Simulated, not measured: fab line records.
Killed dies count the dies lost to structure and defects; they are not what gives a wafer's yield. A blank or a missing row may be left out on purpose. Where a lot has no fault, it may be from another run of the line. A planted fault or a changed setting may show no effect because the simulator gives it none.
Which tool did it? | flow nand-harc | 72 wafers from 24 lots sampled at 5 of the route's 1302 steps

## WHAT THE GAUGES READ, wafer by wafer
NHARC_A_BONDPAD_OVL_MEAS_35. Usual: overlay-x-nm -2 nm, standard deviation 6; overlay-y-nm -1 nm, standard deviation 5.1.
lot  | measured     | on         | overlay-x-nm (nm) | overlay-y-nm (nm) | flag
L076 | day 23 08:58 | overlay-01 | -7 -7 -6          | -3 -3 -3          |
L075 | day 23 14:44 | overlay-01 | 2 1 1             | 5 4 4             |
L074 | day 23 16:14 | overlay-02 | 1 1 1             | 4 4 4             |
L077 | day 24 09:25 | overlay-02 | 6 6 6             | -2 -2 -2          |
L078 | day 24 09:42 | overlay-02 | -5 -4 -5          | -7 -7 -8          |
L080 | day 24 20:40 | overlay-02 | -3 -3 -3          | -4 -4 -4          |
L079 | day 24 22:04 | overlay-02 | -6 -6 -6          | -2 -2 -2          |
L081 | day 25 16:34 | overlay-02 | -3 -3 -3          | 7 6 6             |
L084 | day 26 16:14 | overlay-01 | 10 11 11          | 2 3 3             |
L082 | day 26 16:46 | overlay-02 | -9 -9 -9          | -6 -6 -7          |
L083 | day 26 21:07 | overlay-02 | 3 3 3             | -1 -1 -1          |
L085 | day 27 18:31 | overlay-02 | -5 -5 -5          | -6 -6 -5          |
L086 | day 27 21:23 | overlay-01 | 3 4 3             | -7 -7 -7          |
L087 | day 27 23:35 | overlay-01 | 3 3 3             | 4 3 4             |
L088 | day 28 16:14 | overlay-02 | -5 -5 -5          | -7 -7 -6          |
L089 | day 28 17:27 | overlay-01 | 1 2 2             | -11 -11 -11       |
L090 | day 30 06:02 | overlay-02 | 1 1 1             | 1 0 1             |
L091 | day 30 17:03 | overlay-02 | -5 -5 -5          | 3 3 3             |
L093 | day 30 20:25 | overlay-02 | -15 -15 -16       | 8 9 8             |
L094 | day 30 21:26 | overlay-01 | -10 -10 -10       | 5 5 6             |
L092 | day 31 03:29 | overlay-02 | 8 8 8             | -5 -5 -5          |
L095 | day 31 20:22 | overlay-01 | -5 -6 -5          | 3 2 3             |
L096 | day 32 01:56 | overlay-02 | 1 1 0             | 4 4 4             |
L097 | day 32 03:23 | overlay-02 | -7 -6 -6          | 3 3 3             |

## WHICH TOOL RAN EACH LOT (tool, then ch and the chambers of the sampled wafers, then the start)
lot  | NHARC_A_CONTACT_ETCH_110           | NHARC_A_M0_ANNEAL_30             | NHARC_A_M1_ETCH_15                            | NHARC_A_M1_ETCH_28
L076 | rie-diel-11 ch 0,3, day 22 17:04   | rtp-anneal-02 ch 0, day 23 01:37 | rie-diel-07 ch 0,1,2, day 23 08:58 or earlier | rie-diel-01 ch 0,2,3, day 23 08:58 or earlier
L075 | rie-diel-11 ch 1,2,3, day 22 23:08 | rtp-anneal-02 ch 0, day 23 07:39 | rie-diel-07 ch 1,2,3, day 23 14:44 or earlier | rie-diel-05 ch 1,2,3, day 23 14:44 or earlier
L074 | rie-diel-09 ch 0,1,2, day 23 00:41 | rtp-anneal-02 ch 0, day 23 09:14 | rie-diel-07 ch 1,2,3, day 23 16:14 or earlier | rie-diel-01 ch 0,1,3, day 23 16:14 or earlier
L077 | rie-diel-11 ch 1,2,3, day 23 17:32 | rtp-anneal-02 ch 0, day 24 02:14 | rie-diel-01 ch 0,1,2, day 24 09:25 or earlier | rie-diel-05 ch 1,2,3, day 24 09:25 or earlier
L078 | rie-diel-11 ch 0,2, day 23 18:22   | rtp-anneal-02 ch 0, day 24 02:49 | rie-diel-07 ch 1,2, day 24 09:42 or earlier   | rie-diel-01 ch 0,2, day 24 09:42 or earlier
L080 | rie-diel-11 ch 1,2,3, day 24 05:12 | rtp-anneal-02 ch 0, day 24 13:47 | rie-diel-01 ch 0,3, day 24 20:40 or earlier   | rie-diel-07 ch 1,2,3, day 24 20:40 or earlier
L079 | rie-diel-02 ch 0,2,3, day 24 06:32 | rtp-anneal-01 ch 0, day 24 15:20 | rie-diel-01 ch 2,3, day 24 22:04 or earlier   | rie-diel-05 ch 0,1,3, day 24 22:04 or earlier
L081 | rie-diel-11 ch 0,1, day 25 01:10   | rtp-anneal-02 ch 0, day 25 09:35 | rie-diel-01 ch 0,1,2, day 25 16:34 or earlier | rie-diel-07 ch 1,2, day 25 16:34 or earlier
L084 | rie-diel-11 ch 1,2,3, day 26 00:57 | rtp-anneal-01 ch 0, day 26 09:17 | rie-diel-05 ch 0,1, day 26 16:14 or earlier   | rie-diel-07 ch 0,2, day 26 16:14 or earlier
L082 | rie-diel-02 ch 1,3, day 26 01:17   | rtp-anneal-01 ch 0, day 26 09:54 | rie-diel-05 ch 0,1,2, day 26 16:46 or earlier | rie-diel-07 ch 2,3, day 26 16:46 or earlier
L083 | rie-diel-02 ch 0,1,3, day 26 04:48 | rtp-anneal-01 ch 0, day 26 13:43 | rie-diel-01 ch 0,1, day 26 21:07 or earlier   | rie-diel-05 ch 0,3, day 26 21:07 or earlier
L085 | rie-diel-11 ch 0,2,3, day 27 02:25 | rtp-anneal-01 ch 0, day 27 11:37 | rie-diel-05 ch 2,3, day 27 18:31 or earlier   | rie-diel-07 ch 0,1, day 27 18:31 or earlier
L086 | rie-diel-11 ch 0,1,3, day 27 05:56 | rtp-anneal-02 ch 0, day 27 14:34 | rie-diel-07 ch 0,1,3, day 27 21:23 or earlier | rie-diel-01 ch 0,1,2, day 27 21:23 or earlier
L087 | rie-diel-11 ch 1,2,3, day 27 07:41 | rtp-anneal-02 ch 0, day 27 16:46 | rie-diel-01 ch 1,2,3, day 27 23:35 or earlier | rie-diel-01 ch 1,2,3, day 27 23:35 or earlier
L088 | rie-diel-11 ch 0,1,2, day 28 00:55 | rtp-anneal-01 ch 0, day 28 09:19 | rie-diel-07 ch 0,2,3, day 28 16:14 or earlier | rie-diel-05 ch 1,3, day 28 16:14 or earlier
L089 | rie-diel-11 ch 1,2,3, day 28 02:01 | rtp-anneal-01 ch 0, day 28 10:32 | rie-diel-01 ch 0,3, day 28 17:27 or earlier   | rie-diel-07 ch 0,3, day 28 17:27 or earlier
L090 | rie-diel-09 ch 1,2,3, day 29 14:31 | rtp-anneal-02 ch 0, day 29 23:04 | rie-diel-05 ch 0,1,3, day 30 06:02 or earlier | rie-diel-07 ch 0,1,3, day 30 06:02 or earlier
L091 | rie-diel-11 ch 0,1, day 30 01:38   | rtp-anneal-01 ch 0, day 30 10:14 | rie-diel-07 ch 0,1, day 30 17:03 or earlier   | rie-diel-01 ch 0,1,2, day 30 17:03 or earlier
L093 | rie-diel-11 ch 1,2, day 30 04:50   | rtp-anneal-02 ch 0, day 30 13:34 | rie-diel-07 ch 0,2,3, day 30 20:25 or earlier | rie-diel-07 ch 0,1,3, day 30 20:25 or earlier
L094 | rie-diel-11 ch 0,2,3, day 30 05:43 | rtp-anneal-02 ch 0, day 30 14:21 | rie-diel-07 ch 0,2,3, day 30 21:26 or earlier | rie-diel-07 ch 0,2, day 30 21:26 or earlier
L092 | rie-diel-11 ch 0,1,2, day 30 11:49 | rtp-anneal-01 ch 0, day 30 20:29 | rie-diel-07 ch 0,1,2, day 31 03:29 or earlier | rie-diel-01 ch 0,1,3, day 31 03:29 or earlier
L095 | rie-diel-11 ch 0,1,3, day 31 04:30 | rtp-anneal-02 ch 0, day 31 13:17 | rie-diel-07 ch 1,3, day 31 20:22 or earlier   | rie-diel-07 ch 0,1,3, day 31 20:22 or earlier
L096 | rie-diel-02 ch 0,2,3, day 31 09:55 | rtp-anneal-02 ch 0, day 31 19:05 | rie-diel-07 ch 1,2, day 32 01:56 or earlier   | rie-diel-05 ch 0,1,3, day 32 01:56 or earlier
L097 | rie-diel-11 ch 1,2,3, day 31 10:40 | rtp-anneal-01 ch 0, day 31 19:56 | rie-diel-05 ch 0,2,3, day 32 03:23 or earlier | rie-diel-07 ch 0,1,2, day 32 03:23 or earlier
- NHARC_A_CONTACT_ETCH_110: etches the open film in CF4/O2, target depth 60 nm, overetch 6 nm, time 33 s.
- NHARC_A_M0_ANNEAL_30: time 90 s.
- NHARC_A_M1_ETCH_15: etches the open film in C4F8/Ar, target depth 182.5 nm, time 91.2 s.
- NHARC_A_M1_ETCH_28: etches the open film in CF4/N2, target depth 30 nm, time 72.99 s.

## AS READ BY THE TOOLS THEMSELVES (means over the sampled wafers that have a number; for cases with no such wafer, the mark the record gives instead)
NHARC_A_CONTACT_ETCH_110. Usual: drypump-motor-current-A 5.7 A, standard deviation 0.35; oes-product-au 0.999 a.u., standard deviation 0.011; rf-vpp-V 198.9 V, standard deviation 1.3; showerhead-plenum-p-Torr 1.39 Torr, standard deviation 0.047; throttle-valve-pct 13.396 %, standard deviation 0.0095.
lot  | tool        | drypump-motor-current-A (A) | oes-product-au (a.u.) | rf-vpp-V (V) | showerhead-plenum-p-Torr (Torr) | throttle-valve-pct (%) | flag
L076 | rie-diel-11 | 5.7                         | 0.994                 | 200.1        | 1.42                            | 13.387                 |
L075 | rie-diel-11 | 5.7                         | 0.997                 | 198.3        | 1.42                            | 13.397                 |
L074 | rie-diel-09 | 5.8                         | 0.983                 | 198.8        | 1.39                            | 13.395                 |
L077 | rie-diel-11 | 5.7                         | 1.000                 | 200.2        | 1.42                            | 13.401                 |
L078 | rie-diel-11 | 5.6                         | 0.988                 | 198.6        | 1.37                            | 13.402                 |
L080 | rie-diel-11 | 5.7                         | 0.989                 | 198.9        | 1.42                            | 13.399                 |
L079 | rie-diel-02 | 5.8                         | 0.997                 | 197.8        | 1.34                            | 13.390                 |
L081 | rie-diel-11 | 5.6                         | 0.998                 | 200.0        | 1.42                            | 13.394                 |
L084 | rie-diel-11 | 5.7                         | 0.999                 | 199.6        | 1.42                            | 13.403                 |
L082 | rie-diel-02 | 5.8                         | 0.990                 | 196.6        | 1.32                            | 13.397                 |
L083 | rie-diel-02 | 6.0                         | 0.996                 | 198.4        | 1.34                            | 13.397                 |
L085 | rie-diel-11 | 5.6                         | 1.005                 | 199.3        | 1.39                            | 13.398                 |
L086 | rie-diel-11 | 5.7                         | 0.997                 | 199.7        | 1.41                            | 13.393                 |
L087 | rie-diel-11 | 5.7                         | 0.997                 | 198.8        | 1.42                            | 13.397                 |
L088 | rie-diel-11 | 5.6                         | 1.004                 | 198.6        | 1.39                            | 13.402                 |
L089 | rie-diel-11 | 5.7                         | 1.009                 | 199.4        | 1.42                            | 13.392                 |
L090 | rie-diel-09 | 5.3                         | 0.993                 | 198.1        | 1.35                            | 13.399                 |
L091 | rie-diel-11 | 5.6                         | 1.008                 | 198.2        | 1.39                            | 13.385                 |
L093 | rie-diel-11 | 5.7                         | 0.996                 | 199.7        | 1.42                            | 13.408                 |
L094 | rie-diel-11 | 5.6                         | 1.003                 | 198.8        | 1.39                            | 13.389                 |
L092 | rie-diel-11 | 5.7                         | 0.998                 | 198.3        | 1.39                            | 13.394                 |
L095 | rie-diel-11 | 5.7                         | 1.007                 | 199.4        | 1.41                            | 13.393                 |
L096 | rie-diel-02 | 5.7                         | 0.994                 | 198.3        | 1.33                            | 13.396                 |
L097 | rie-diel-11 | 5.7                         | 0.993                 | 199.3        | 1.41                            | 13.393                 |

NHARC_A_M0_ANNEAL_30. Usual: wafer_temp_C_max reads 225.91 (standard deviation 0.26).
lot  | tool          | wafer_temp_C_max | flag
L076 | rtp-anneal-02 | 226.07           |
L075 | rtp-anneal-02 | 225.94           |
L074 | rtp-anneal-02 | 226.06           |
L077 | rtp-anneal-02 | 225.76           |
L078 | rtp-anneal-02 | 225.70           |
L080 | rtp-anneal-02 | 226.03           |
L079 | rtp-anneal-01 | 225.57           |
L081 | rtp-anneal-02 | 225.80           |
L084 | rtp-anneal-01 | 226.19           |
L082 | rtp-anneal-01 | 225.73           |
L083 | rtp-anneal-01 | 225.83           |
L085 | rtp-anneal-01 | 225.98           |
L086 | rtp-anneal-02 | 226.00           |
L087 | rtp-anneal-02 | 226.07           |
L088 | rtp-anneal-01 | 225.86           |
L089 | rtp-anneal-01 | 225.89           |
L090 | rtp-anneal-02 | 225.94           |
L091 | rtp-anneal-01 | 225.98           |
L093 | rtp-anneal-02 | 226.21           |
L094 | rtp-anneal-02 | 226.16           |
L092 | rtp-anneal-01 | 225.68           |
L095 | rtp-anneal-02 | 225.63           |
L096 | rtp-anneal-02 | 225.94           |
L097 | rtp-anneal-01 | 226.27           |

NHARC_A_M1_ETCH_15. Usual: oes-product-au 0.957 a.u., standard deviation 0.021; rf-vpp-V 440.7 V, standard deviation 2.9.
lot  | tool        | oes-product-au (a.u.) | rf-vpp-V (V) | flag
L076 | rie-diel-07 | 0.924                 | 441.1        |
L075 | rie-diel-07 | 0.970                 | 441.5        |
L074 | rie-diel-07 | 0.975                 | 442.2        |
L077 | rie-diel-01 | 0.973                 | 440.9        |
L078 | rie-diel-07 | 0.950                 | 443.4        |
L080 | rie-diel-01 | 0.977                 | 439.9        |
L079 | rie-diel-01 | 0.975                 | 439.3        |
L081 | rie-diel-01 | 0.964                 | 441.9        |
L084 | rie-diel-05 | 0.964                 | 441.3        |
L082 | rie-diel-05 | 0.963                 | 442.5        |
L083 | rie-diel-01 | 0.931                 | 442.3        |
L085 | rie-diel-05 | 0.961                 | 441.3        |
L086 | rie-diel-07 | 0.966                 | 440.6        |
L087 | rie-diel-01 | 0.935                 | 439.3        |
L088 | rie-diel-07 | 0.979                 | 437.8        |
L089 | rie-diel-01 | 0.972                 | 440.6        |
L090 | rie-diel-05 | 0.924                 | 440.7        |
L091 | rie-diel-07 | 0.941                 | 439.3        |
L093 | rie-diel-07 | 0.974                 | 438.4        |
L094 | rie-diel-07 | 0.931                 | 438.3        |
L092 | rie-diel-07 | 0.967                 | 441.2        |
L095 | rie-diel-07 | 0.934                 | 439.7        |
L096 | rie-diel-07 | 0.977                 | 443.4        |
L097 | rie-diel-05 | 0.933                 | 441.2        |

NHARC_A_M1_ETCH_28. Usual: drypump-motor-current-A 5.9 A, standard deviation 0.43; oes-product-au 1.002 a.u., standard deviation 0.011; rf-vpp-V 314.0 V, standard deviation 2.2; showerhead-plenum-p-Torr 2.61 Torr, standard deviation 0.11; throttle-valve-pct 19.793 %, standard deviation 0.01.
lot  | tool        | drypump-motor-current-A (A) | oes-product-au (a.u.) | rf-vpp-V (V) | showerhead-plenum-p-Torr (Torr) | throttle-valve-pct (%) | flag
L076 | rie-diel-01 | 5.7                         | 0.988                 | 313.5        | 2.62                            | 19.781                 |
L075 | rie-diel-05 | 6.1                         | 0.987                 | 316.3        | 2.69                            | 19.795                 |
L074 | rie-diel-01 | 5.7                         | 0.999                 | 314.7        | 2.64                            | 19.789                 |
L077 | rie-diel-05 | 6.0                         | 0.993                 | 314.8        | 2.69                            | 19.793                 |
L078 | rie-diel-01 | 5.3                         | 0.998                 | 316.2        | 2.70                            | 19.798                 |
L080 | rie-diel-07 | 5.9                         | 1.003                 | 314.5        | 2.64                            | 19.803                 |
L079 | rie-diel-05 | 5.9                         | 0.994                 | 313.6        | 2.62                            | 19.781                 |
L081 | rie-diel-07 | 6.1                         | 1.006                 | 315.5        | 2.75                            | 19.790                 |
L084 | rie-diel-07 | 6.4                         | 1.002                 | 313.9        | 2.57                            | 19.796                 |
L082 | rie-diel-07 | 6.1                         | 0.993                 | 313.0        | 2.57                            | 19.791                 |
L083 | rie-diel-05 | 5.5                         | 1.002                 | 313.8        | 2.59                            | 19.791                 |
L085 | rie-diel-07 | 6.3                         | 1.004                 | 313.3        | 2.59                            | 19.796                 |
L086 | rie-diel-01 | 5.5                         | 1.003                 | 315.1        | 2.66                            | 19.802                 |
L087 | rie-diel-01 | 5.8                         | 1.004                 | 314.0        | 2.57                            | 19.789                 |
L088 | rie-diel-05 | 5.8                         | 0.995                 | 313.5        | 2.62                            | 19.793                 |
L089 | rie-diel-07 | 6.1                         | 1.012                 | 311.5        | 2.49                            | 19.789                 |
L090 | rie-diel-07 | 6.0                         | 1.006                 | 313.5        | 2.60                            | 19.794                 |
L091 | rie-diel-01 | 5.5                         | 0.998                 | 314.3        | 2.66                            | 19.801                 |
L093 | rie-diel-07 | 5.9                         | 1.001                 | 313.1        | 2.60                            | 19.796                 |
L094 | rie-diel-07 | 6.4                         | 1.005                 | 312.7        | 2.52                            | 19.793                 |
L092 | rie-diel-01 | 5.7                         | 1.009                 | 314.5        | 2.64                            | 19.793                 |
L095 | rie-diel-07 | 5.9                         | 1.014                 | 314.0        | 2.60                            | 19.787                 |
L096 | rie-diel-05 | 5.9                         | 0.996                 | 314.0        | 2.61                            | 19.785                 |
L097 | rie-diel-07 | 6.2                         | 1.007                 | 313.9        | 2.63                            | 19.798                 |

## THE ANSWER, worked out from the rows above alone
Rule: a lot is off if the mean of its wafers that have a number lies more than 3 standard deviations from the usual mean. A lot without any number at a reading at which 4 lots or more have one is off too. The other lots that the step has rows for count as sound. First the gauges in route order, then the tools' own readings, where a lot's mean is used as printed above. The first step at which some lot is off is used, and at that step the reading that is off furthest; a lot without a number counts as furthest.
Nothing can be told from this: no lot is off at any reading shown.

## WHAT THE SIMULATOR PUT IN
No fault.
